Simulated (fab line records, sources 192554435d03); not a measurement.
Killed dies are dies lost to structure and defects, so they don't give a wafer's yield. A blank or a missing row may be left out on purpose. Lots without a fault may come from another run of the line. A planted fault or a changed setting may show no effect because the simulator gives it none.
Which tool did it? | flow n5_finfet | 10 lots, 28 wafers sampled, at 6 steps of a route of 1938

WHAT THE GAUGES READ, wafer by wafer
N5_BEOL_M0_OCD_MEAS_108. Usual: trench_depth_nm 33.2 nm, standard deviation 0.93.
lot  | measured     | on     | trench_depth_nm (nm) | flag
L610 | day 6 17:09  | ocd-02 | 32.7 31.6 33.2       |
L611 | day 6 20:32  | ocd-01 | 33.1 34.8 32.0       |
L612 | day 7 01:02  | ocd-01 | 31.5 33.9 33.3       |
L617 | day 8 08:55  | ocd-01 | 34.7 33.3            |
L618 | day 8 20:35  | ocd-02 | 33.3 33.3 32.8       |
L619 | day 9 01:16  | ocd-02 | 33.8 33.5 33.3       |
L622 | day 9 17:34  | ocd-01 | 34.4 32.1            |
L626 | day 10 12:50 | ocd-01 | 33.4 34.1 32.4       |
L627 | day 11 04:08 | ocd-02 | 33.1 33.3 33.4       |
L630 | day 11 14:40 | ocd-01 | 32.5 33.0 35.0       |

N5_BEOL_M0_INSPECT_127: inspects for defects (darkfield). Usual: raw_defect_count 70, standard deviation 27.
lot  | measured     | on                | raw_defect_count | flag
L610 | day 6 21:13  | defect_inspect-01 | 69 62 57         |
L611 | day 7 00:58  | defect_inspect-02 | 88 101 125       |
L612 | day 7 04:49  | defect_inspect-01 | 66 30 50         |
L617 | day 8 12:20  | defect_inspect-01 | 3535 66          | OFF
L618 | day 9 01:39  | defect_inspect-01 | 94 3543 39       | OFF
L619 | day 9 05:09  | defect_inspect-01 | 41 74 57         |
L622 | day 9 20:24  | defect_inspect-02 | 3452 3405        | OFF
L626 | day 10 16:50 | defect_inspect-02 | 124 68 116       |
L627 | day 11 08:34 | defect_inspect-01 | 78 66 65         |
L630 | day 11 18:28 | defect_inspect-01 | 96 94 138        |

N5_BEOL_M1_THK_MEAS_01. Usual: M1_ILD_THK 79.0 nm, standard deviation 1.2.
lot  | measured     | on            | M1_ILD_THK (nm) | flag
L610 | day 6 21:19  | film_metro-02 | 77.5 80.1 79.3  |
L611 | day 7 01:04  | film_metro-02 | 80.7 77.4 81.1  |
L612 | day 7 04:56  | film_metro-01 | 79.5 77.6 77.7  |
L617 | day 8 12:27  | film_metro-02 | 78.9            |
L618 | day 9 01:46  | film_metro-02 | 77.4 78.7       |
L619 | day 9 05:15  | film_metro-01 | 80.2 80.2 79.2  |
L626 | day 10 16:56 | film_metro-01 | 79.6 79.8 77.6  |
L627 | day 11 08:41 | film_metro-01 | 78.8 80.5 79.5  |
L630 | day 11 18:34 | film_metro-02 | 79.5 77.9 78.1  |

N5_BEOL_M4_RC_MEAS_101. Usual: DIBL_N 36.7 mV/V, standard deviation 2.4; DIBL_P 37.4 mV/V, standard deviation 2.9; IOFF_N 0.18 nA/um, standard deviation 0.05; IOFF_P 0.23 nA/um, standard deviation 0.058; ION_N 683 uA/um, standard deviation 16; ION_P 467 uA/um, standard deviation 11; SS_N 71.7 mV/dec, standard deviation 0.77; SS_P 73.5 mV/dec, standard deviation 0.87; VT_N 249 mV, standard deviation 4.3; VT_P -250 mV, standard deviation 4.4.
lot  | measured     | on        | DIBL_N (mV/V)  | DIBL_P (mV/V)  | IOFF_N (nA/um) | IOFF_P (nA/um) | ION_N (uA/um) | ION_P (uA/um) | SS_N (mV/dec)  | SS_P (mV/dec)  | VT_N (mV)   | VT_P (mV)      | flag
L610 | day 8 13:13  | prober-02 | 44.2 35.3 38.9 | 45.7 36.6 40.1 | 0.35 0.15 0.20 | 0.40 0.23 0.28 | 696 685 669   | 473 471 463   | 73.9 71.3 72.6 | 76.2 73.1 73.9 | 242 251 247 | -242 -250 -247 |
L611 | day 8 22:30  | prober-01 | 37.9 33.1 34.5 | 36.9 32.0 32.7 | 0.17 0.11 0.12 | 0.20 0.14 0.14 | 657 679 660   | 450 458 447   | 72.0 71.3 70.7 | 73.5 71.7 72.0 | 251 252 257 | -251 -257 -256 |
L612 | day 9 03:58  | prober-01 | 36.8 39.4 35.4 | 38.4 42.4 37.2 | 0.15 0.25 0.14 | 0.23 0.32 0.21 | 665 709 668   | 467 489 464   | 71.2 73.4 71.2 | 74.1 74.4 74.1 | 253 245 254 | -250 -246 -254 |
L617 | day 10 08:50 | prober-01 | 36.9           | 37.0           | 0.16           | 0.17           | 680           | 450           | 72.0           | 73.5           | 250         | -256           |
L618 | day 10 11:44 | prober-01 | 37.4 38.0      | 38.8 38.7      | 0.19 0.19      | 0.24 0.24      | 682 697       | 463 475       | 72.1 72.1      | 73.5 73.1      | 248 245     | -250 -249      |
L619 | day 10 19:13 | prober-02 | 34.1 34.8 35.5 | 33.5 34.8 36.5 | 0.12 0.13 0.16 | 0.18 0.19 0.23 | 677 684 711   | 468 477 484   | 69.9 71.2 70.5 | 72.7 73.0 73.3 | 252 252 246 | -252 -249 -246 |
L626 | day 12 14:08 | prober-01 | 40.3 40.3 35.6 | 42.7 41.8 37.4 | 0.30 0.27 0.19 | 0.37 0.34 0.24 | 702 679 703   | 484 466 483   | 73.1 73.4 71.7 | 74.9 76.0 72.8 | 240 245 245 | -243 -246 -247 |
L627 | day 12 21:37 | prober-01 | 37.9 34.5 35.7 | 40.9 35.3 38.1 | 0.19 0.13 0.16 | 0.23 0.15 0.19 | 669 664 666   | 459 449 449   | 72.2 71.4 71.5 | 73.8 72.8 73.4 | 248 251 247 | -251 -256 -254 |
L630 | day 13 12:54 | prober-02 | 36.6 37.9 37.5 | 38.0 38.7 39.5 | 0.18 0.18 0.22 | 0.20 0.21 0.24 | 698 673 697   | 473 456 466   | 71.7 71.9 72.2 | 73.0 73.6 73.6 | 247 249 243 | -252 -252 -249 |

WHICH TOOL RAN EACH LOT (tool, then ch and the chambers of the sampled wafers, then the start)
lot  | N5_BEOL_M0_CMP_120            | N5_BEOL_M0_PRE_CLEAN_131
L610 | cmp-02 ch 1,2, day 6 20:38    | cvd_co-02 ch 0,2, day 6 20:58
L611 | cmp-02 ch 1,2,3, day 7 00:28  | cvd_co-02 ch 0,1,2, day 7 00:43
L612 | cmp-02 ch 1,3, day 7 04:14    | cvd_co-02 ch 0,1,2, day 7 04:34
L617 | cmp-02 ch 0,1, day 8 11:34    | cvd_co-02 ch 2, day 8 12:03
L618 | cmp-02 ch 0,1,3, day 9 01:04  | cvd_co-02 ch 1,2, day 9 01:24
L619 | cmp-03 ch 1,3, day 9 04:34    | cvd_co-01 ch 0,1,2, day 9 04:54
L622 | cmp-02 ch 1,3, day 9 19:52    | cvd_co-02 ch 1,2, day 9 20:09
L626 | cmp-03 ch 1,2, day 10 16:17   | cvd_co-01 ch 0,1, day 10 16:35
L627 | cmp-01 ch 1,2, day 11 07:37   | cvd_co-02 ch 0,1,2, day 11 08:19
L630 | cmp-03 ch 0,1,2, day 11 17:55 | cvd_co-01 ch 0,1,2, day 11 18:13
- N5_BEOL_M0_CMP_120: polishes, stops on SiOC, t overpolish 6.9 s.
- N5_BEOL_M0_PRE_CLEAN_131: time 15 s.

WHAT THE TOOLS THEMSELVES READ (means of the sampled wafers that have a number; where no wafer has one, the mark that the record gives instead)
N5_BEOL_M0_CMP_120. Usual: barrier_field_endpoint_s 3.65 s, standard deviation 0.16; head_pressure_psi 1.0000 psi, standard deviation 0.0023; motor_current_A 6.4 A, standard deviation 0.97; overpolish_run_s 6.901 s, standard deviation 0.0092; time_to_endpoint_s 62 s, standard deviation 3.4.
lot  | tool   | barrier_field_endpoint_s (s) | head_pressure_psi (psi) | motor_current_A (A) | overpolish_run_s (s) | time_to_endpoint_s (s) | flag
L610 | cmp-02 | 3.91                         | 0.9982                  | 6.1                 | 6.901                | 66                     |
L611 | cmp-02 | 3.64                         | 1.0005                  | 6.6                 | 6.907                | 65                     |
L612 | cmp-02 | 3.77                         | 1.0029                  | 6.9                 | 6.904                | 63                     |
L617 | cmp-02 | 5.70                         | 0.9992                  | 7.0                 | 6.900                | 69                     | OFF
L618 | cmp-02 | 4.90                         | 0.9993                  | 6.7                 | 6.911                | 69                     | OFF
L619 | cmp-03 | 3.57                         | 1.0008                  | 7.6                 | 6.902                | 61                     |
L622 | cmp-02 | 7.42                         | 1.0004                  | 7.2                 | 6.890                | 81                     | OFF
L626 | cmp-03 | 3.60                         | 1.0022                  | 7.0                 | 6.904                | 62                     |
L627 | cmp-01 | 3.54                         | 0.9995                  | 6.1                 | 6.907                | 61                     |
L630 | cmp-03 | 3.78                         | 1.0011                  | 6.6                 | 6.911                | 63                     |

N5_BEOL_M0_PRE_CLEAN_131. Usual: heater_power_w 78 W, standard deviation 13.
lot  | tool      | heater_power_w (W) | flag
L610 | cvd_co-02 | 93                 |
L611 | cvd_co-02 | 84                 |
L612 | cvd_co-02 | 84                 |
L617 | cvd_co-02 | 90                 |
L618 | cvd_co-02 | 80                 |
L619 | cvd_co-01 | 74                 |
L622 | cvd_co-02 | 78                 |
L626 | cvd_co-01 | 79                 |
L627 | cvd_co-02 | 84                 |
L630 | cvd_co-01 | 74                 |

THE ANSWER, worked out from the rows above alone
Rule: a lot is off if the mean of its wafers that have a number lies more than 3 standard deviations from the usual mean. A lot without any number at a reading at which 4 lots or more have one is off too. The other lots that the step has rows for count as sound. The gauges are gone through in route order, then the tools' own readings, and for those a lot's mean is taken as printed above. The first step at which some lot is off is used, and at that step the reading that is off furthest; a lot without a number counts as furthest.
Off: L617, L618, L622, at N5_BEOL_M0_INSPECT_127 (raw_defect_count).
A tool fits if, at a process step before that reading, it ran every lot that is off, and no sound lot after the first of them. The gauges at N5_BEOL_M0_INSPECT_127 aren't tried: what is off there is off at N5_BEOL_M0_CMP_120 too, on other tools, and a gauge's error can't cause that. One fits: cmp-02 at N5_BEOL_M0_CMP_120. Its last sound lot is L612 (day 7 04:14), its first lot that is off L617 (day 8 11:34): a fault that began between those two fits.
The tool's own readings at N5_BEOL_M0_CMP_120 bear it out: on the lots that are off they differ by more than 5 times the standard deviation of the sound lots' means. barrier_field_endpoint_s reads 6.01 s there against 3.69 s on the sound lots; time_to_endpoint_s reads 73 s there against 63 s on the sound lots.

WHAT THE SIMULATOR HAD PUT IN
Process parameter drift: cmp-02, from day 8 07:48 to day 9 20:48, at N5_BEOL_M0_CMP_120. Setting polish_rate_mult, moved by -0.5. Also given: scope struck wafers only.
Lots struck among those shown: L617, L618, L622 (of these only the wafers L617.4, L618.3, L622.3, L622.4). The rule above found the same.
